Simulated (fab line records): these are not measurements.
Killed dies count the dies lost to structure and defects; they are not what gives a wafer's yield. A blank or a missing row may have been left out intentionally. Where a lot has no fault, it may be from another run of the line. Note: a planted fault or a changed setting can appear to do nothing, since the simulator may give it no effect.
Which tool was responsible?    flow n5-finfet    11 lots, 32 wafers sampled, at 2 steps of a route of 1938

WHAT THE GAUGES SHOWED, per wafer
N5_BEOL_M11_THK_MEAS_01. Usual: for M11_ILD_THK the level is 268 nm and the standard deviation is 3.7.
lot   measured      on             M11_ILD_THK (nm)  flag
L266  day 11 16:17  film-metro-02  270 266 274       
L263  day 11 19:10  film-metro-01  267 266 270       
L267  day 12 18:29  film-metro-01  269 270 268       
L268  day 12 21:07  film-metro-02  270 273 271       
L269  day 13 17:38  film-metro-01  262 264 269       
L272  day 13 22:32  film-metro-02  269 271           
L280  day 17 03:53  film-metro-02  264 272 275       
L279  day 17 06:53  film-metro-01  268 270 274       
L278  day 17 10:08  film-metro-02  264 265 270       
L281  day 17 11:42  film-metro-01  270 264 273       
L282  day 17 21:46  film-metro-01  271 269 271       

N5_BEOL_M11_OVL_MEAS_12. Usual: for M11_OVL the level is 0.0 nm and the standard deviation is 0.71.
lot   measured      on          M11_OVL (nm)    flag
L266  day 11 17:05  overlay-02  -1.0 -1.1 -0.4  
L263  day 11 19:40  overlay-01  0.3 0.7 0.3     
L267  day 12 19:37  overlay-02  -0.1 -0.1 -0.6  
L268  day 12 22:47  overlay-02  -0.6 -0.6 -1.5  
L269  day 13 20:51  overlay-01  -0.2 0.6 1.2    
L272  day 14 01:36  overlay-02  1.6 -0.4        
L280  day 17 06:31  overlay-01  0.4 -0.9 -0.6   
L279  day 17 08:07  overlay-01  -0.1 0.3 -0.8   
L278  day 17 12:12  overlay-01  -0.1 0.4 0.4    
L281  day 17 12:51  overlay-02  0.1 0.4 0.7     
L282  day 18 00:07  overlay-01  0.2 0.5 -0.5    

TOOL THAT RAN EACH LOT (tool first, then ch and the chambers of the sampled wafers, then the start)
Before these readings, the record contains no process step.

AS READ BY THE TOOLS THEMSELVES (means over the sampled wafers that have a number; for cases with no such wafer, the mark the record gives instead)
The record holds no such reading with a usual standard deviation.

THE ANSWER, worked out from the rows above alone
Rule: a lot is off if the mean of its wafers that have a number lies more than 3 standard deviations from the usual mean. Also off: a lot with no number at a reading for which 4 or more lots have one. The other lots that the step has rows for count as sound. First the gauges in route order, then the tools' own readings, where a lot's mean is used as printed above. At the first step where some lot is off, the reading lying furthest off is the one used; lots without a number count as furthest.
No lot is off on any of the readings shown, so nothing can be concluded from this.

WHAT THE SIMULATOR HAD PUT IN
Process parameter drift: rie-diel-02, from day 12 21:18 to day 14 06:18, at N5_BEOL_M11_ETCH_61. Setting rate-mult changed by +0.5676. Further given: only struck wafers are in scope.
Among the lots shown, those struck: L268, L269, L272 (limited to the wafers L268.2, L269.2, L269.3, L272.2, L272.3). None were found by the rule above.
